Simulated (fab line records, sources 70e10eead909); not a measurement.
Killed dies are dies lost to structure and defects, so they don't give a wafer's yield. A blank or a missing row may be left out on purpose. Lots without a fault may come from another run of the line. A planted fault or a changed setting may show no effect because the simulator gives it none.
Which tool did it? | flow nand_harc | 24 lots, 72 wafers sampled, at 5 steps of a route of 1302

WHAT THE GAUGES READ, wafer by wafer
NHARC_P_GATE_CD_MEAS_46: target cd 720 nm. Usual: cd_nm 720.6 nm, standard deviation 1.4.
lot  | measured     | on        | cd_nm (nm)        | flag
L074 | day 5 15:25  | cd_sem-03 | 718.8 720.2 720.9 |
L075 | day 6 05:43  | cd_sem-01 | 718.1 718.4 720.6 |
L076 | day 6 05:04  | cd_sem-02 | 718.6 718.9 721.4 |
L077 | day 6 16:38  | cd_sem-03 | 721.6 721.6 720.0 |
L078 | day 7 05:59  | cd_sem-03 | 724.7 721.7 722.6 |
L079 | day 7 16:10  | cd_sem-01 | 721.6 722.9 721.8 |
L080 | day 8 00:33  | cd_sem-01 | 720.1 720.7 718.4 |
L081 | day 8 15:34  | cd_sem-02 | 721.7 720.8 720.4 |
L082 | day 8 15:59  | cd_sem-02 | 720.1 720.7 720.8 |
L083 | day 9 06:06  | cd_sem-02 | 716.4 718.2 717.4 |
L084 | day 9 15:00  | cd_sem-01 | 721.7 720.4 718.5 |
L085 | day 10 04:47 | cd_sem-01 | 721.7 722.0 723.3 |
L086 | day 10 08:31 | cd_sem-01 | 721.2 721.4 721.0 |
L087 | day 10 21:07 | cd_sem-01 | 717.7 720.2 717.8 |
L088 | day 11 20:05 | cd_sem-02 | 720.3 718.0 720.2 |
L089 | day 11 14:37 | cd_sem-03 | 721.7 722.8 719.4 |
L090 | day 12 03:44 | cd_sem-03 | 719.9 721.3 720.1 |
L091 | day 12 15:56 | cd_sem-03 | 722.4 721.0 719.1 |
L092 | day 13 05:41 | cd_sem-02 | 720.2 718.8 718.0 |
L093 | day 13 10:22 | cd_sem-03 | 718.9 720.5 720.4 |
L094 | day 13 20:12 | cd_sem-01 | 722.6 721.0 720.6 |
L095 | day 14 02:29 | cd_sem-02 | 719.2 721.5 720.5 |
L097 | day 15 00:17 | cd_sem-03 | 722.2 720.4 723.2 |
L096 | day 16 02:17 | cd_sem-02 | 720.0 721.3 721.2 |

WHICH TOOL RAN EACH LOT (tool, then ch and the chambers of the sampled wafers, then the start)
lot  | NHARC_P_ZERO_WELL_RTA_42         | NHARC_P_STI_CMP_21            | NHARC_P_GATE_DESCUM_13             | NHARC_P_GATE_HM_DEP_102
L074 | rtp_anneal-02 ch 0, day 2 03:01  | cmp-01 ch 0,2,3, day 3 16:59  | rie_diel-08 ch 1,2, day 4 12:51    | acl_dep-03 ch 0, day 5 01:59
L075 | rtp_anneal-01 ch 0, day 2 13:11  | cmp-01 ch 0,1, day 4 04:41    | rie_diel-13 ch 0,2,3, day 5 01:17  | acl_dep-01 ch 0, day 5 16:37
L076 | rtp_anneal-02 ch 0, day 2 23:38  | cmp-04 ch 0,1, day 4 11:42    | rie_diel-08 ch 0,1,3, day 5 01:26  | acl_dep-01 ch 0, day 5 15:58
L077 | rtp_anneal-02 ch 0, day 3 08:59  | cmp-03 ch 1,2, day 4 20:32    | rie_diel-13 ch 1,2, day 5 12:46    | acl_dep-01 ch 0, day 6 03:30
L078 | rtp_anneal-02 ch 0, day 3 19:01  | cmp-03 ch 2,3, day 5 06:42    | rie_diel-13 ch 0,1,2, day 6 01:56  | acl_dep-03 ch 0, day 6 14:47
L079 | rtp_anneal-01 ch 0, day 4 04:54  | cmp-03 ch 0,3, day 5 18:39    | rie_diel-13 ch 0,1, day 6 14:14    | acl_dep-03 ch 0, day 7 02:40
L080 | rtp_anneal-02 ch 0, day 4 14:49  | cmp-04 ch 1,2,3, day 6 03:20  | rie_diel-06 ch 0,2,3, day 6 20:07  | acl_dep-03 ch 0, day 7 11:24
L081 | rtp_anneal-02 ch 0, day 5 01:00  | cmp-03 ch 0,2, day 6 19:29    | rie_diel-08 ch 0,1,2, day 7 13:44  | acl_dep-03 ch 0, day 8 02:17
L082 | rtp_anneal-02 ch 0, day 5 10:55  | cmp-03 ch 0,1, day 7 00:08    | rie_diel-06 ch 1,2, day 7 13:53    | acl_dep-01 ch 0, day 8 02:23
L083 | rtp_anneal-02 ch 0, day 5 21:22  | cmp-04 ch 0,2, day 7 09:47    | rie_diel-08 ch 1,2, day 8 02:14    | acl_dep-03 ch 0, day 8 17:02
L084 | rtp_anneal-01 ch 0, day 6 06:59  | cmp-04 ch 0,2,3, day 7 17:15  | rie_diel-08 ch 0,2,3, day 8 10:23  | acl_dep-02 ch 0, day 9 01:54
L085 | rtp_anneal-01 ch 0, day 6 16:57  | cmp-01 ch 0,1,2, day 8 06:14  | rie_diel-13 ch 0,2,3, day 8 22:25  | acl_dep-01 ch 0, day 9 15:25
L086 | rtp_anneal-02 ch 0, day 7 03:10  | cmp-01 ch 0,3, day 8 12:34    | rie_diel-06 ch 0,1, day 9 06:36    | acl_dep-02 ch 0, day 9 19:19
L087 | rtp_anneal-01 ch 0, day 7 12:40  | cmp-04 ch 0,1,2, day 9 02:54  | rie_diel-08 ch 0,1,3, day 9 19:31  | acl_dep-03 ch 0, day 10 07:47
L088 | rtp_anneal-01 ch 0, day 7 22:48  | cmp-03 ch 0,1,3, day 9 17:59  | rie_diel-13 ch 1,2,3, day 10 11:28 | acl_dep-01 ch 0, day 11 00:47
L089 | rtp_anneal-02 ch 0, day 8 08:56  | cmp-01 ch 1,2,3, day 9 18:00  | rie_diel-08 ch 0,2, day 10 11:19   | acl_dep-02 ch 0, day 11 01:24
L090 | rtp_anneal-01 ch 0, day 8 18:44  | cmp-01 ch 2,3, day 10 08:13   | rie_diel-08 ch 0,3, day 11 02:04   | acl_dep-03 ch 0, day 11 14:35
L091 | rtp_anneal-02 ch 0, day 9 04:53  | cmp-04 ch 1,2,3, day 10 18:45 | rie_diel-06 ch 0,3, day 11 14:20   | acl_dep-02 ch 0, day 12 02:46
L092 | rtp_anneal-02 ch 0, day 9 15:01  | cmp-03 ch 0,2, day 11 09:53   | rie_diel-08 ch 1,2,3, day 12 03:37 | acl_dep-01 ch 0, day 12 15:58
L093 | rtp_anneal-01 ch 0, day 10 01:22 | cmp-04 ch 0,3, day 11 15:16   | rie_diel-08 ch 0,1, day 12 08:20   | acl_dep-03 ch 0, day 12 21:14
L094 | rtp_anneal-02 ch 0, day 10 10:58 | cmp-04 ch 2,3, day 11 23:22   | rie_diel-06 ch 1,3, day 12 16:32   | acl_dep-02 ch 0, day 13 05:08
L095 | rtp_anneal-01 ch 0, day 10 21:07 | cmp-04 ch 1,3, day 12 06:56   | rie_diel-08 ch 0,1, day 12 23:59   | acl_dep-01 ch 0, day 13 13:17
L097 | rtp_anneal-02 ch 0, day 11 20:08 | cmp-04 ch 0,2,3, day 13 05:19 | rie_diel-08 ch 0,1,2, day 13 22:05 | acl_dep-01 ch 0, day 14 11:08
L096 | rtp_anneal-01 ch 0, day 12 13:32 | cmp-01 ch 0,2,3, day 14 01:50 | rie_diel-08 ch 0,2,3, day 14 21:50 | acl_dep-03 ch 0, day 15 11:10
- NHARC_P_ZERO_WELL_RTA_42: time 300 s.
- NHARC_P_STI_CMP_21: polishes, t overpolish 20 s, target thk 380.67 nm.
- NHARC_P_GATE_DESCUM_13: chemistry O2, time 3 s.
- NHARC_P_GATE_HM_DEP_102: deposits aC, target thk 120 nm.

WHAT THE TOOLS THEMSELVES READ (means of the sampled wafers that have a number; where no wafer has one, the mark that the record gives instead)
NHARC_P_ZERO_WELL_RTA_42. Usual: lamp_power_pct 35.0 %, standard deviation 2.3; wafer_temp_C_max 1103.4, standard deviation 0.84.
lot  | tool          | lamp_power_pct (%) | wafer_temp_C_max | flag
L074 | rtp_anneal-02 | 36.9               | 1103.1           |
L075 | rtp_anneal-01 | 32.3               | 1104.3           |
L076 | rtp_anneal-02 | 37.0               | 1102.9           |
L077 | rtp_anneal-02 | 37.0               | 1102.9           |
L078 | rtp_anneal-02 | 37.0               | 1103.2           |
L079 | rtp_anneal-01 | 32.4               | 1103.6           |
L080 | rtp_anneal-02 | 37.0               | 1102.2           |
L081 | rtp_anneal-02 | 36.9               | 1102.8           |
L082 | rtp_anneal-02 | 37.0               | 1102.7           |
L083 | rtp_anneal-02 | 37.0               | 1102.7           |
L084 | rtp_anneal-01 | 32.3               | 1104.0           |
L085 | rtp_anneal-01 | 32.4               | 1104.6           |
L086 | rtp_anneal-02 | 36.9               | 1103.5           |
L087 | rtp_anneal-01 | 32.4               | 1103.1           |
L088 | rtp_anneal-01 | 32.4               | 1104.6           |
L089 | rtp_anneal-02 | 36.9               | 1103.1           |
L090 | rtp_anneal-01 | 32.3               | 1104.3           |
L091 | rtp_anneal-02 | 36.9               | 1103.7           |
L092 | rtp_anneal-02 | 36.9               | 1103.1           |
L093 | rtp_anneal-01 | 32.4               | 1103.6           |
L094 | rtp_anneal-02 | 36.9               | 1102.0           |
L095 | rtp_anneal-01 | 32.4               | 1103.4           |
L097 | rtp_anneal-02 | 37.0               | 1102.7           |
L096 | rtp_anneal-01 | 32.3               | 1104.4           |

NHARC_P_STI_CMP_21. Usual: motor_current_A 12.0 A, standard deviation 0.99; overpolish_run_s 20.000 s, standard deviation 0.0091; slurry_flow_ml_min 150.0, standard deviation 0.52.
lot  | tool   | motor_current_A (A) | overpolish_run_s (s) | slurry_flow_ml_min | flag
L074 | cmp-01 | 12.3                | 19.995               | 150.0              |
L075 | cmp-01 | 12.3                | 20.000               | 150.4              |
L076 | cmp-04 | 11.6                | 19.993               | 150.1              |
L077 | cmp-03 | 12.0                | 19.998               | 149.8              |
L078 | cmp-03 | 12.3                | 20.000               | 150.5              |
L079 | cmp-03 | 11.9                | 19.997               | 149.8              |
L080 | cmp-04 | 12.5                | 19.995               | 150.9              |
L081 | cmp-03 | 13.0                | 19.998               | 150.0              |
L082 | cmp-03 | 11.2                | 20.005               | 150.3              |
L083 | cmp-04 | 11.2                | 20.008               | 149.9              |
L084 | cmp-04 | 12.0                | 20.000               | 150.0              |
L085 | cmp-01 | 11.6                | 20.004               | 150.2              |
L086 | cmp-01 | 13.0                | 20.006               | 150.0              |
L087 | cmp-04 | 12.0                | 20.002               | 149.6              |
L088 | cmp-03 | 11.5                | 20.000               | 150.2              |
L089 | cmp-01 | 12.1                | 20.005               | 149.9              |
L090 | cmp-01 | 12.2                | 19.995               | 150.1              |
L091 | cmp-04 | 12.4                | 19.982               | 150.2              |
L092 | cmp-03 | 13.0                | 20.002               | 149.9              |
L093 | cmp-04 | 11.9                | 19.998               | 150.0              |
L094 | cmp-04 | 12.2                | 19.994               | 150.4              |
L095 | cmp-04 | 12.4                | 19.996               | 150.0              |
L097 | cmp-04 | 11.8                | 20.008               | 150.0              |
L096 | cmp-01 | 12.6                | 20.004               | 150.3              |

NHARC_P_GATE_DESCUM_13. Usual: drypump_motor_current_A 5.6 A, standard deviation 0.45; oes_product_au 1.001 a.u., standard deviation 0.0073; rf_vpp_V 57.6 V, standard deviation 0.94; showerhead_plenum_p_Torr 1.88 Torr, standard deviation 0.079; throttle_valve_pct 11.311 %, standard deviation 0.0095.
lot  | tool        | drypump_motor_current_A (A) | oes_product_au (a.u.) | rf_vpp_V (V) | showerhead_plenum_p_Torr (Torr) | throttle_valve_pct (%) | flag
L074 | rie_diel-08 | 5.6                         | 1.007                 | 57.9         | 1.94                            | 11.319                 |
L075 | rie_diel-13 | 5.5                         | 0.999                 | 57.1         | 1.85                            | 11.318                 |
L076 | rie_diel-08 | 5.7                         | 1.010                 | 57.7         | 1.96                            | 11.310                 |
L077 | rie_diel-13 | 5.1                         | 0.999                 | 58.4         | 1.87                            | 11.306                 |
L078 | rie_diel-13 | 5.1                         | 0.992                 | 57.3         | 1.87                            | 11.298                 |
L079 | rie_diel-13 | 5.1                         | 1.001                 | 57.3         | 1.83                            | 11.317                 |
L080 | rie_diel-06 | 5.3                         | 1.007                 | 57.7         | 1.85                            | 11.314                 |
L081 | rie_diel-08 | 5.6                         | 1.002                 | 57.0         | 1.92                            | 11.320                 |
L082 | rie_diel-06 | 5.9                         | 0.998                 | 57.5         | 1.86                            | 11.313                 |
L083 | rie_diel-08 | 5.8                         | 1.007                 | 57.9         | 1.87                            | 11.308                 |
L084 | rie_diel-08 | 5.9                         | 1.009                 | 58.3         | 1.88                            | 11.312                 |
L085 | rie_diel-13 | 5.5                         | 0.995                 | 58.0         | 1.85                            | 11.312                 |
L086 | rie_diel-06 | 6.1                         | 0.991                 | 58.2         | 1.81                            | 11.298                 |
L087 | rie_diel-08 | 5.7                         | 0.994                 | 57.9         | 1.95                            | 11.315                 |
L088 | rie_diel-13 | 5.5                         | 1.000                 | 56.3         | 1.85                            | 11.309                 |
L089 | rie_diel-08 | 5.6                         | 1.001                 | 58.0         | 1.91                            | 11.318                 |
L090 | rie_diel-08 | 5.7                         | 1.006                 | 58.1         | 1.94                            | 11.316                 |
L091 | rie_diel-06 | 5.5                         | 1.002                 | 57.0         | 1.79                            | 11.313                 |
L092 | rie_diel-08 | 5.9                         | 1.007                 | 57.7         | 1.90                            | 11.319                 |
L093 | rie_diel-08 | 5.4                         | 0.999                 | 57.3         | 1.99                            | 11.312                 |
L094 | rie_diel-06 | 5.8                         | 0.997                 | 57.4         | 1.79                            | 11.323                 |
L095 | rie_diel-08 | 5.4                         | 1.000                 | 58.2         | 1.97                            | 11.298                 |
L097 | rie_diel-08 | 5.6                         | 1.004                 | 58.6         | 1.92                            | 11.307                 |
L096 | rie_diel-08 | 5.9                         | 0.999                 | 57.0         | 1.88                            | 11.314                 |

NHARC_P_GATE_HM_DEP_102. Usual: throttle_valve_pct 34.999 %, standard deviation 0.0082.
lot  | tool       | throttle_valve_pct (%) | flag
L074 | acl_dep-03 | 34.999                 |
L075 | acl_dep-01 | 34.991                 |
L076 | acl_dep-01 | 34.996                 |
L077 | acl_dep-01 | 34.992                 |
L078 | acl_dep-03 | 35.004                 |
L079 | acl_dep-03 | 35.002                 |
L080 | acl_dep-03 | 35.010                 |
L081 | acl_dep-03 | 35.006                 |
L082 | acl_dep-01 | 35.000                 |
L083 | acl_dep-03 | 34.998                 |
L084 | acl_dep-02 | 35.002                 |
L085 | acl_dep-01 | 34.997                 |
L086 | acl_dep-02 | 34.999                 |
L087 | acl_dep-03 | 35.004                 |
L088 | acl_dep-01 | 35.003                 |
L089 | acl_dep-02 | 35.005                 |
L090 | acl_dep-03 | 34.990                 |
L091 | acl_dep-02 | 34.999                 |
L092 | acl_dep-01 | 34.996                 |
L093 | acl_dep-03 | 34.985                 |
L094 | acl_dep-02 | 34.992                 |
L095 | acl_dep-01 | 34.996                 |
L097 | acl_dep-01 | 35.006                 |
L096 | acl_dep-03 | 35.002                 |

THE ANSWER, worked out from the rows above alone
Rule: a lot is off if the mean of its wafers that have a number lies more than 3 standard deviations from the usual mean. A lot without any number at a reading at which 4 lots or more have one is off too. The other lots that the step has rows for count as sound. The gauges are gone through in route order, then the tools' own readings, and for those a lot's mean is taken as printed above. The first step at which some lot is off is used, and at that step the reading that is off furthest; a lot without a number counts as furthest.
No lot is off at any reading shown: from this, nothing can be told.

WHAT THE SIMULATOR HAD PUT IN
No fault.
